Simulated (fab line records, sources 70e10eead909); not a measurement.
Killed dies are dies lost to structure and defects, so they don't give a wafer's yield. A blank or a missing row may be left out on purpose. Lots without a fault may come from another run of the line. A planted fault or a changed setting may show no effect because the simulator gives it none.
Which tool did it? | flow nand_harc | 12 lots, 36 wafers sampled, at 6 steps of a route of 1159

WHAT THE GAUGES READ, wafer by wafer
NHARC_P_START_INSPECT_01. Usual: raw_defect_count 3.8, standard deviation 1.9.
lot  | measured    | on                | raw_defect_count | flag
L339 | day 1 12:02 | defect_inspect-01 | 7 3 5            |
L341 | day 2 00:02 | defect_inspect-01 | 2 3 2            |
L342 | day 2 06:02 | defect_inspect-01 | 3 4 4            |
L344 | day 2 18:02 | defect_inspect-01 | 5 7 3            |
L345 | day 3 00:02 | defect_inspect-01 | 8 3 5            |
L354 | day 5 06:02 | defect_inspect-02 | 2 5 1            |
L355 | day 5 12:02 | defect_inspect-02 | 1 5 3            |
L357 | day 6 00:02 | defect_inspect-01 | 8 1 1            |
L358 | day 6 06:02 | defect_inspect-02 | 5 0 4            |
L360 | day 6 18:02 | defect_inspect-01 | 2 5 4            |
L361 | day 7 00:02 | defect_inspect-01 | 5 5 2            |
L362 | day 7 06:03 | defect_inspect-02 | 6 5 4            |

NHARC_P_ZERO_WELL_CD_MEAS_24: target cd 720 nm. Usual: cd_nm 720.4 nm, standard deviation 1.2.
lot  | measured    | on        | cd_nm (nm)        | flag
L339 | day 1 14:28 | cd_sem-03 | 719.5 719.9 720.7 |
L341 | day 2 02:35 | cd_sem-02 | 722.1 721.8 721.7 |
L342 | day 2 08:38 | cd_sem-02 | 720.9 722.0 721.7 |
L344 | day 2 20:35 | cd_sem-03 | - - -             | OFF
L345 | day 3 02:38 | cd_sem-01 | 719.2 718.2 721.8 |
L354 | day 5 08:34 | cd_sem-03 | 719.2 718.3 719.2 |
L355 | day 5 14:35 | cd_sem-02 | 720.4 719.8 719.3 |
L357 | day 6 02:36 | cd_sem-03 | 723.4 721.2 722.2 |
L358 | day 6 08:20 | cd_sem-01 | 721.4 720.6 720.0 |
L360 | day 6 20:40 | cd_sem-02 | 722.7 721.0 720.3 |
L361 | day 7 02:37 | cd_sem-03 | 721.1 719.2 722.4 |
L362 | day 7 08:23 | cd_sem-03 | 720.1 718.6 721.2 |

NHARC_P_ZERO_WELL_CD_MEAS_52: target cd 2000 nm. Usual: cd_nm 1999.9 nm, standard deviation 1.2.
lot  | measured    | on        | cd_nm (nm)           | flag
L339 | day 1 17:37 | cd_sem-01 | 2001.5 2001.5 2001.0 |
L341 | day 2 05:52 | cd_sem-03 | 2001.5 2000.7 2000.8 |
L342 | day 2 11:46 | cd_sem-01 | 2000.4 1998.8 1999.0 |
L344 | day 2 23:47 | cd_sem-03 | 2000.4 2000.1 1998.6 |
L345 | day 3 05:47 | cd_sem-03 | 2000.1 1999.9 2000.2 |
L354 | day 5 11:39 | cd_sem-03 | 1999.5 2000.1 2000.7 |
L355 | day 5 17:46 | cd_sem-02 | 2000.8 1999.4 2000.1 |
L357 | day 6 05:46 | cd_sem-01 | 2000.1 1998.5 1999.9 |
L358 | day 6 11:30 | cd_sem-03 | 1999.1 1996.6 1997.8 |
L360 | day 6 23:58 | cd_sem-01 | 1999.1 1998.5 1998.6 |
L361 | day 7 05:46 | cd_sem-03 | 2000.9 1999.6 1998.6 |
L362 | day 7 11:40 | cd_sem-01 | 1999.4 1999.5 1998.7 |

NHARC_END_SORT_01. Usual: killed_at_array 27, standard deviation 11; killed_at_other 0.7, standard deviation 0.93; killed_at_periphery 2.9, standard deviation 1.9; killed_dies 30, standard deviation 11; killed_open 3.1, standard deviation 1.7; killed_short 1.9, standard deviation 1.3.
lot  | measured     | on        | killed_at_array | killed_at_other | killed_at_periphery | killed_dies | killed_open | killed_short | flag
L344 | day 20 08:32 | prober-01 | 28 38 29        | 3 2 0           | 646 637 648         | 677 677 677 | 2 1 4       | 2 4 2        | OFF
L355 | day 23 21:36 | prober-01 | 27 37 27        | 1 0 0           | 2 1 0               | 30 38 27    | 3 3 1       | 2 0 1        |

WHICH TOOL RAN EACH LOT (tool, then ch and the chambers of the sampled wafers, then the start)
lot  | NHARC_P_ZERO_WELL_EXPOSE_21      | NHARC_P_ZERO_WELL_DESCUM_26
L339 | krf_scanner-04 ch 0, day 1 14:18 | rie_diel-05 ch 1,3, day 1 14:38
L341 | krf_scanner-01 ch 0, day 2 02:25 | rie_diel-11 ch 0,2,3, day 2 02:44
L342 | krf_scanner-02 ch 0, day 2 08:28 | rie_diel-11 ch 0,1,2, day 2 08:47
L344 | krf_scanner-04 ch 0, day 2 20:26 | rie_diel-10 ch 0,2, day 2 20:45
L345 | krf_scanner-02 ch 0, day 3 02:28 | rie_diel-10 ch 0,1,3, day 3 02:48
L354 | krf_scanner-02 ch 0, day 5 08:25 | rie_diel-10 ch 0,1, day 5 08:46
L355 | krf_scanner-04 ch 0, day 5 14:26 | rie_diel-10 ch 0,2, day 5 14:46
L357 | krf_scanner-02 ch 0, day 6 02:26 | rie_diel-05 ch 1,2,3, day 6 02:46
L358 | krf_scanner-02 ch 0, day 6 08:11 | rie_diel-05 ch 0,2,3, day 6 08:29
L360 | krf_scanner-01 ch 0, day 6 20:31 | rie_diel-05 ch 1,2,3, day 6 20:52
L361 | krf_scanner-02 ch 0, day 7 02:28 | rie_diel-10 ch 1,2,3, day 7 02:47
L362 | krf_scanner-02 ch 0, day 7 08:14 | rie_diel-05 ch 1,3, day 7 08:33
- NHARC_P_ZERO_WELL_EXPOSE_21: exposes mask P NWELL, target cd 720 nm.
- NHARC_P_ZERO_WELL_DESCUM_26: chemistry O2, time 3 s.

WHAT THE TOOLS THEMSELVES READ (means of the sampled wafers that have a number; where no wafer has one, the mark that the record gives instead)
NHARC_P_ZERO_WELL_EXPOSE_21. Usual: focus_offset_nm -0.2 nm, standard deviation 0.52.
lot  | tool           | focus_offset_nm (nm) | flag
L339 | krf_scanner-04 | -0.4                 |
L341 | krf_scanner-01 | 0.1                  |
L342 | krf_scanner-02 | -0.2                 |
L344 | krf_scanner-04 | -0.5                 |
L345 | krf_scanner-02 | 0.2                  |
L354 | krf_scanner-02 | -0.4                 |
L355 | krf_scanner-04 | 0.2                  |
L357 | krf_scanner-02 | 0.4                  |
L358 | krf_scanner-02 | -0.2                 |
L360 | krf_scanner-01 | -0.8                 |
L361 | krf_scanner-02 | -0.2                 |
L362 | krf_scanner-02 | -0.7                 |

NHARC_P_ZERO_WELL_DESCUM_26. Usual: chamber_pressure_mTorr 60.01 mTorr, standard deviation 0.054; drypump_motor_current_A 5.8 A, standard deviation 0.35; o2_flow_sccm 200.1 sccm, standard deviation 0.63; oes_product_au 1.001 a.u., standard deviation 0.0068; rf_vpp_V 57.8 V, standard deviation 0.82; showerhead_plenum_p_Torr 1.92 Torr, standard deviation 0.087; throttle_valve_pct 11.311 %, standard deviation 0.0095.
lot  | tool        | chamber_pressure_mTorr (mTorr) | drypump_motor_current_A (A) | o2_flow_sccm (sccm) | oes_product_au (a.u.) | rf_vpp_V (V) | showerhead_plenum_p_Torr (Torr) | throttle_valve_pct (%) | flag
L339 | rie_diel-05 | 59.98                          | 5.3                         | 200.1               | 0.992                 | 58.4         | 1.89                            | 11.306                 |
L341 | rie_diel-11 | 59.97                          | 6.0                         | 200.1               | 1.006                 | 57.7         | 1.97                            | 11.314                 |
L342 | rie_diel-11 | 59.98                          | 6.1                         | 199.7               | 1.005                 | 57.5         | 1.92                            | 11.304                 |
L344 | rie_diel-10 | 60.00                          | 5.9                         | 199.8               | 1.000                 | 57.5         | 1.90                            | 11.314                 |
L345 | rie_diel-10 | 60.01                          | 5.6                         | 200.3               | 1.001                 | 57.0         | 1.92                            | 11.314                 |
L354 | rie_diel-10 | 59.96                          | 5.4                         | 199.7               | 1.013                 | 58.6         | 1.97                            | 11.313                 |
L355 | rie_diel-10 | 59.98                          | 5.9                         | 200.1               | 0.995                 | 57.4         | 1.90                            | 11.311                 |
L357 | rie_diel-05 | 59.99                          | 5.6                         | 200.0               | 1.002                 | 58.3         | 1.93                            | 11.310                 |
L358 | rie_diel-05 | 60.01                          | 5.8                         | 199.8               | 1.000                 | 57.9         | 1.94                            | 11.305                 |
L360 | rie_diel-05 | 60.01                          | 5.6                         | 200.3               | 1.005                 | 57.7         | 1.93                            | 11.316                 |
L361 | rie_diel-10 | 60.02                          | 5.7                         | 200.8               | 1.003                 | 58.2         | 1.86                            | 11.308                 |
L362 | rie_diel-05 | 60.03                          | 5.3                         | 200.5               | 0.997                 | 58.2         | 1.89                            | 11.309                 |

THE ANSWER, worked out from the rows above alone
Rule: a lot is off if the mean of its wafers that have a number lies more than 3 standard deviations from the usual mean. A lot without any number at a reading at which 4 lots or more have one is off too. The other lots that the step has rows for count as sound. The gauges are gone through in route order, then the tools' own readings, and for those a lot's mean is taken as printed above. The first step at which some lot is off is used, and at that step the reading that is off furthest; a lot without a number counts as furthest.
Off: L344, at NHARC_P_ZERO_WELL_CD_MEAS_24 (cd_nm). Without a number there: L344.
A tool fits if, at a process step before that reading, it ran every lot that is off, and no sound lot after the first of them. The gauges at NHARC_P_ZERO_WELL_CD_MEAS_24 aren't tried: what is off there is off at NHARC_END_SORT_01 too, on other tools, and a gauge's error can't cause that. None of those tried fits.

WHAT THE SIMULATOR HAD PUT IN
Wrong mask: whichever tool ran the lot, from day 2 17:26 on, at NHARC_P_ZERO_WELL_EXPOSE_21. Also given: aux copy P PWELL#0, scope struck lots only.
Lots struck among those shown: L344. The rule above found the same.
